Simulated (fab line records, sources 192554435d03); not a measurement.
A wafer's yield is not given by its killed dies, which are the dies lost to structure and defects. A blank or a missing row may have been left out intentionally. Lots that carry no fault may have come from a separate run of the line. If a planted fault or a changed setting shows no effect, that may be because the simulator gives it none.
Split-lot study + flow n5-finfet + route with 1938 steps; 7 lots, 21 wafers read

SPLIT DETAILS
At N5_BEOL_M8_PECVD_70 (deposits SiO2 from TEOS/O2, target thk 20 nm, time 22.7 s), the setting temp-c was moved away from the recipe's 400 C on 7 of the 21 wafers read, by -4.0% to +2.0%. All remaining wafers had this setting at the recipe value.

FROM THE SPLIT TO THE READING: what the file shows between them, 3 steps
- N5_BEOL_M8_HM_DEP_02: deposits TiN, target thk 20 nm
- N5_BEOL_M8_COAT_59: time 60 s, resist thk 100 nm
- N5_BEOL_M8_STRIP_80: strips in N2/H2, time 10 s

THE READING
SiO2_of_BEOL_M8_PECVD_70.thk-nm (the simulator's own value, which no gauge read), in nm, at N5_BEOL_M8_HM_STRIP_39 (strips TiN in peroxide tin strip, target depth 25 nm, time 158 s). There is no usual value for it anywhere in the file. Here, 14 wafers ran the recipe; their average is 19.8 nm with a standard deviation of 0.32 nm.

| wafer  | tool, chamber at the split | temp-c as run, C | against the recipe | SiO2_of_BEOL_M8_PECVD_70.thk-nm, nm | against lot-mates on the recipe |
|--------|----------------------------|------------------|--------------------|-------------------------------------|---------------------------------|
| L076.2 | pecvd-02, 2                | 400              | recipe             | 20                                  | -                               |
| L076.4 | pecvd-02, 2                | 389.9            | -2.5%              | 21.2                                | +1.2                            |
| L076.6 | pecvd-02, 1                | 389.9            | -2.5%              | 21                                  | +1.0                            |
| L082.1 | pecvd-01, 1                | 386.5            | -3.4%              | 20.8                                | +1.8                            |
| L082.2 | pecvd-01, 0                | 400              | recipe             | 19                                  | -                               |
| L082.4 | pecvd-01, 0                | 386.5            | -3.4%              | 21.2                                | +2.2                            |
| L085.2 | pecvd-01, 1                | 400              | recipe             | 19.6                                | -                               |
| L085.3 | pecvd-01, 0                | 400              | recipe             | 19.4                                | -                               |
| L085.5 | pecvd-01, 1                | 383.9            | -4.0%              | 22                                  | +2.5                            |
| L090.1 | pecvd-01, 0                | 407.9            | +2.0%              | 18.4                                | -1.3                            |
| L090.2 | pecvd-01, 2                | 400              | recipe             | 19.6                                | -                               |
| L090.6 | pecvd-01, 2                | 400              | recipe             | 19.8                                | -                               |
| L091.1 | pecvd-03, 2                | 400              | recipe             | 20.2                                | -                               |
| L091.4 | pecvd-03, 2                | 400              | recipe             | 20                                  | -                               |
| L091.5 | pecvd-03, 0                | 391.1            | -2.2%              | 21.2                                | +1.1                            |
| L096.3 | pecvd-01, 1                | 400              | recipe             | 20                                  | -                               |
| L096.5 | pecvd-01, 1                | 400              | recipe             | 20                                  | -                               |
| L096.6 | pecvd-01, 0                | 400              | recipe             | 20                                  | -                               |
| L095.4 | pecvd-02, 0,1              | 400              | recipe             | 20                                  | -                               |
| L095.5 | pecvd-02, 0,1              | 400              | recipe             | 20                                  | -                               |
| L095.6 | pecvd-02, 2                | 400              | recipe             | 20.2                                | -                               |
Rows listing several chambers each stand for several wafers; the file does not say which wafer went through which chamber.

THE FIT
A straight line over all 21 wafers: SiO2_of_BEOL_M8_PECVD_70.thk-nm changes by -0.485 nm for each +1% of temp-c; r = -0.91; the points scatter about the line by 0.35 nm.
The same after taking each lot's own level away (the mean of its wafers on the recipe; 21 wafers): -0.572 nm for each +1%; r = -0.98; scatter 0.16 nm.
That fit puts the effect of the largest move of temp-c on the reading at 2.3 nm.
The span of the lots' own levels, 19.00 to 20.10 nm, comes to 3.4 times the standard deviation stated above.
So the slope is not independent of the lot-to-lot level: the two fits are not the same.
Check: with one of the wafers moved furthest among these (-4.0%) left out of the fit, the line predicts +2.19 nm for it against its lot-mates. Against them it came out at +2.5 nm.

THE WHOLE CHAIN: every reading that the file lists as answering this split, in the file's order
| step                   | what it does                                                     | reading                                                                          | change (the file's fit)               | r (the file's) |
|------------------------|------------------------------------------------------------------|----------------------------------------------------------------------------------|---------------------------------------|----------------|
| N5_BEOL_M8_PECVD_70    | deposits SiO2 from TEOS/O2, target thk 20 nm, time 22.7 s        | SiO2_of_BEOL_M8_PECVD_70.thk-nm (the simulator's own value, which no gauge read) | -0.556 nm for each +1% of the setting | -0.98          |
| N5_BEOL_M8_HM_STRIP_39 | strips TiN in peroxide tin strip, target depth 25 nm, time 158 s | SiO2_of_BEOL_M8_PECVD_70.thk-nm (the simulator's own value, which no gauge read) | -0.575 nm for each +1% of the setting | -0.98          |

FILE'S OWN FIT
SiO2_of_BEOL_M8_PECVD_70.thk-nm changes by -0.575 nm for each +1% of temp-c, r = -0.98.
